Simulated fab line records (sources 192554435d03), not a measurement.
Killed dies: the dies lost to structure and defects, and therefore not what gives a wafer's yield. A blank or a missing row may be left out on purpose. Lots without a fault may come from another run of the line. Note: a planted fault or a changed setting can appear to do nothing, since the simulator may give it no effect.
Split-lot trial :: flow n5-finfet :: 7 lots, 21 wafers read, on a route of 1938 steps

## SPLIT DETAILS
At N5_BEOL_M3_ALD_98 (deposits SiO2, target thk 2.5 nm, pulse time 1 s, co reactant pulse time 1 s), the setting ald-cycles was moved away from the recipe's 17 on 11 of the 21 wafers read, by -11.8% to +11.8%. The other wafers ran this setting at the recipe's value.

The reading is taken at the split's own step.

## THE READING
SiO2_of_BEOL_M3_ALD_98.thk-nm (the simulator's own value, which no gauge read), in nm, at N5_BEOL_M3_ALD_98 (deposits SiO2, target thk 2.5 nm, pulse time 1 s, co reactant pulse time 1 s). The file does not state a usual value for it. Across the 10 wafers here that went through the recipe, the average is 2.5 nm and the standard deviation 0.1 nm.

wafer: L077.1
tool, chamber at the split: ald-sin-01, 2,1
ald-cycles as run: 15
against the recipe: -11.8%
SiO2_of_BEOL_M3_ALD_98.thk-nm, nm: 2.2
against lot-mates on the recipe: -0.4

wafer: L077.2
tool, chamber at the split: ald-sin-01, 2,1
ald-cycles as run: 15
against the recipe: -11.8%
SiO2_of_BEOL_M3_ALD_98.thk-nm, nm: 2.2
against lot-mates on the recipe: -0.4

wafer: L077.3
tool, chamber at the split: ald-sin-01, 3
ald-cycles as run: 17
against the recipe: recipe
SiO2_of_BEOL_M3_ALD_98.thk-nm, nm: 2.6
against lot-mates on the recipe: -

wafer: L079.3
tool, chamber at the split: ald-sin-04, 0,1,2
ald-cycles as run: 18
against the recipe: +5.9%
SiO2_of_BEOL_M3_ALD_98.thk-nm, nm: 2.6
against lot-mates on the recipe: no lot-mate on the recipe

wafer: L079.4
tool, chamber at the split: ald-sin-04, 0,1,2
ald-cycles as run: 18
against the recipe: +5.9%
SiO2_of_BEOL_M3_ALD_98.thk-nm, nm: 2.6
against lot-mates on the recipe: no lot-mate on the recipe

wafer: L079.6
tool, chamber at the split: ald-sin-04, 0,1,2
ald-cycles as run: 18
against the recipe: +5.9%
SiO2_of_BEOL_M3_ALD_98.thk-nm, nm: 2.6
against lot-mates on the recipe: no lot-mate on the recipe

wafer: L082.2
tool, chamber at the split: ald-sin-01, 1,0
ald-cycles as run: 17
against the recipe: recipe
SiO2_of_BEOL_M3_ALD_98.thk-nm, nm: 2.4
against lot-mates on the recipe: -

wafer: L082.3
tool, chamber at the split: ald-sin-01, 1,0
ald-cycles as run: 17
against the recipe: recipe
SiO2_of_BEOL_M3_ALD_98.thk-nm, nm: 2.4
against lot-mates on the recipe: -

wafer: L082.4
tool, chamber at the split: ald-sin-01, 3
ald-cycles as run: 17
against the recipe: recipe
SiO2_of_BEOL_M3_ALD_98.thk-nm, nm: 2.6
against lot-mates on the recipe: -

wafer: L084.1
tool, chamber at the split: ald-sin-01, 0
ald-cycles as run: 18
against the recipe: +5.9%
SiO2_of_BEOL_M3_ALD_98.thk-nm, nm: 2.6
against lot-mates on the recipe: +0.1

wafer: L084.4
tool, chamber at the split: ald-sin-01, 3
ald-cycles as run: 17
against the recipe: recipe
SiO2_of_BEOL_M3_ALD_98.thk-nm, nm: 2.6
against lot-mates on the recipe: -

wafer: L084.5
tool, chamber at the split: ald-sin-01, 1
ald-cycles as run: 17
against the recipe: recipe
SiO2_of_BEOL_M3_ALD_98.thk-nm, nm: 2.4
against lot-mates on the recipe: -

wafer: L085.1
tool, chamber at the split: ald-sin-03, 0
ald-cycles as run: 17
against the recipe: recipe
SiO2_of_BEOL_M3_ALD_98.thk-nm, nm: 2.4
against lot-mates on the recipe: -

wafer: L085.4
tool, chamber at the split: ald-sin-03, 3
ald-cycles as run: 19
against the recipe: +11.8%
SiO2_of_BEOL_M3_ALD_98.thk-nm, nm: 2.8
against lot-mates on the recipe: +0.4

wafer: L085.5
tool, chamber at the split: ald-sin-03, 3
ald-cycles as run: 19
against the recipe: +11.8%
SiO2_of_BEOL_M3_ALD_98.thk-nm, nm: 2.8
against lot-mates on the recipe: +0.4

wafer: L087.2
tool, chamber at the split: ald-sin-04, 2
ald-cycles as run: 17
against the recipe: recipe
SiO2_of_BEOL_M3_ALD_98.thk-nm, nm: 2.6
against lot-mates on the recipe: -

wafer: L087.3
tool, chamber at the split: ald-sin-04, 3,0
ald-cycles as run: 16
against the recipe: -5.9%
SiO2_of_BEOL_M3_ALD_98.thk-nm, nm: 2.4
against lot-mates on the recipe: -0.2

wafer: L087.4
tool, chamber at the split: ald-sin-04, 3,0
ald-cycles as run: 16
against the recipe: -5.9%
SiO2_of_BEOL_M3_ALD_98.thk-nm, nm: 2.4
against lot-mates on the recipe: -0.2

wafer: L097.3
tool, chamber at the split: ald-sin-04, 3
ald-cycles as run: 17
against the recipe: recipe
SiO2_of_BEOL_M3_ALD_98.thk-nm, nm: 2.6
against lot-mates on the recipe: -

wafer: L097.5
tool, chamber at the split: ald-sin-04, 0
ald-cycles as run: 17
against the recipe: recipe
SiO2_of_BEOL_M3_ALD_98.thk-nm, nm: 2.4
against lot-mates on the recipe: -

wafer: L097.6
tool, chamber at the split: ald-sin-04, 1
ald-cycles as run: 19
against the recipe: +11.8%
SiO2_of_BEOL_M3_ALD_98.thk-nm, nm: 2.8
against lot-mates on the recipe: +0.3
Where a row lists several chambers, the file gives one row for several wafers and doesn't say which wafer went through which chamber.

THE FIT
A straight line over all 21 wafers: SiO2_of_BEOL_M3_ALD_98.thk-nm changes by +0.0236 nm for each +1% of ald-cycles; r = +0.90; the points scatter about the line by 0.077 nm.
The same after taking each lot's own level away (the mean of its wafers on the recipe; 18 wafers): +0.0319 nm for each +1%; r = +0.95; scatter 0.071 nm.
On that fit, the largest move of ald-cycles shifts the reading by 0.37 nm.
The span of the lots' own levels, 2.40 to 2.60 nm, comes to 2.0 times the standard deviation stated above.
Thus the slope moves with the lot-to-lot level: the two fits are different.
Check: with one of the wafers moved furthest among these (-11.8%) left out of the fit, the line predicts -0.381 nm for it against its lot-mates. It came out at -0.4 nm against them.

## ADDITIONAL SPLITS CARRIED BY THESE WAFERS
These wafers also went through other splits before the reading. Each is held against what the fit with the lots' levels taken away leaves over:
other split on the same wafers: N5_BEOL_M0_CUTY_COAT_50 spin-rpm
wafers away from the commonest value: 4
r with SiO2_of_BEOL_M3_ALD_98.thk-nm (lot level and that fit taken away): +0.09

other split on the same wafers: N5_BEOL_M1_ETCH_74 bias-w
wafers away from the commonest value: 9
r with SiO2_of_BEOL_M3_ALD_98.thk-nm (lot level and that fit taken away): +0.02

other split on the same wafers: N5_BEOL_M2_DESCUM_33 time-s
wafers away from the commonest value: 7
r with SiO2_of_BEOL_M3_ALD_98.thk-nm (lot level and that fit taken away): -0.16

other split on the same wafers: N5_BEOL_M2_ETCHBACK_99 time-s
wafers away from the commonest value: 5
r with SiO2_of_BEOL_M3_ALD_98.thk-nm (lot level and that fit taken away): -0.02

## FILE'S OWN FIT
SiO2_of_BEOL_M3_ALD_98.thk-nm changes by +0.0304 nm for each +1% of ald-cycles, r = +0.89.
